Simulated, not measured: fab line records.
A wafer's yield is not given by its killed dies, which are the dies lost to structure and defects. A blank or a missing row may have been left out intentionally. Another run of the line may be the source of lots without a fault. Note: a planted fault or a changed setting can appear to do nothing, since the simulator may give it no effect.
A struck lot beside a sound one	flow nandHarc	15 steps out of a route of 1302
Sound: the wafers L663.1, L663.2, L663.4. The struck wafers were L651.2, L651.3, L651.4. The cause is named last.
For every step that has rows: the tool of each side, followed by ch and its chambers, followed by its first start. Under that, the readings that differ: sound wafers	struck wafers	difference of the means	sigmas: that difference in standard deviations of wafers without a fault.
alike: a reading whose means differ by less than 2 such deviations, as well as words and numbers matching on both sides. not compared: withheld readings; readings where some wafer has no value; bounds like >300 that might hide an equal value; numbers whose values overlap and for which the record gives no deviation.
The two part at a step that has a row with sigmas, a row that says differs or no value, or rows on one side only. When numbers do not overlap yet have no deviation, they are printed without sigmas and do not part them. A reading missing from all wafers of one side parts the sides only when that side holds two or more wafers.

first, 5 steps without rows for these wafers: NHARC_P_GATE_SOFTBAKE_86 (time 95 s); NHARC_P_GATE_EBR_87; NHARC_P_GATE_EXPOSE_88 (exposes mask P HVN, target cd 2000 nm); NHARC_P_GATE_PEB_89 (peb time 85 s); NHARC_P_GATE_DEVELOP_90 (time 70 s).
NHARC_P_GATE_CD_MEAS_91 targets a cd of 2000 nm.
  sound on cdSem-01 ch 0, day 12 21:57; struck on cdSem-02 ch 0, day 7 23:53
  alike: cdNm
then, 1 step without rows for these wafers: NHARC_P_GATE_HARDBAKE_92 (time 80 s).
NHARC_P_GATE_DESCUM_93: chemistry O2, time 3 s.
  sound on rieDiel-05 ch 0,2,3, day 12 22:07; struck on rieDiel-05 ch 0,1,2, day 8 00:03
reading	sound	struck	difference	sigmas
rfHoursCounterH (h)	2 2 2	7 6 7	+5	
  alike: drypumpMotorCurrentA, oesProductAu, rfVppV, showerheadPlenumPTorr, throttleValvePct
next, for these wafers, 1 step has no rows: NHARC_P_GATE_IMPLANT_94.
NHARC_P_GATE_STRIP_113: strips in N2/H2, time 740 s.
  sound on plasmaAsher-02 ch 0,1, day 12 22:29; struck on plasmaAsher-02 ch 0,1, day 8 00:34
  alike: drypumpMotorCurrentA, heaterPowerW, rfReflPowerW
  not compared: rfHoursCounterH
NHARC_P_GATE_STRIP_95: strips in O2.
  sound on plasmaAsher-02 ch 0,1, day 12 23:13; struck on plasmaAsher-02 ch 0,1, day 8 01:11
  alike: drypumpMotorCurrentA, heaterPowerW, rfReflPowerW
  not compared: rfHoursCounterH
then, 1 step without rows for these wafers: NHARC_P_GATE_STRIP_96 (strips in SPM, time 900 s).
NHARC_P_GATE_RTA_64: time 1 s.
  sound on rtpAnneal-02 ch 0, day 12 23:46; struck on rtpAnneal-01, day 8 01:46
  no value came back on the struck wafers for annealTempCMax, lampPowerPct (%), wafer_temp_C_max; on the sound wafers annealTempCMax reads 1057.7 1055.4 1054.1
then, 1 step without rows for these wafers: NHARC_P_GATE_ETCH_77 (etches SiO2 in dHF, target depth 6 nm).
-- break in the record here, with 19 days between the starts of the struck wafers on either side (left off in module P_GATE, picked up again in module END, where the first step shown is number 1302 on the route) --
NHARC_END_SORT_01:
  only the struck wafers appear in the record here, on prober-02 ch 0 at day 27 00:46; the sound ones have no rows

== WHERE THEY PART ==
First at NHARC_P_GATE_RTA_64; last, within this record, at NHARC_END_SORT_01.

WHY: what the simulator had put in
Whole step skipped at NHARC_P_GATE_RTA_64 on rtpAnneal-01, starting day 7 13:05. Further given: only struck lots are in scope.
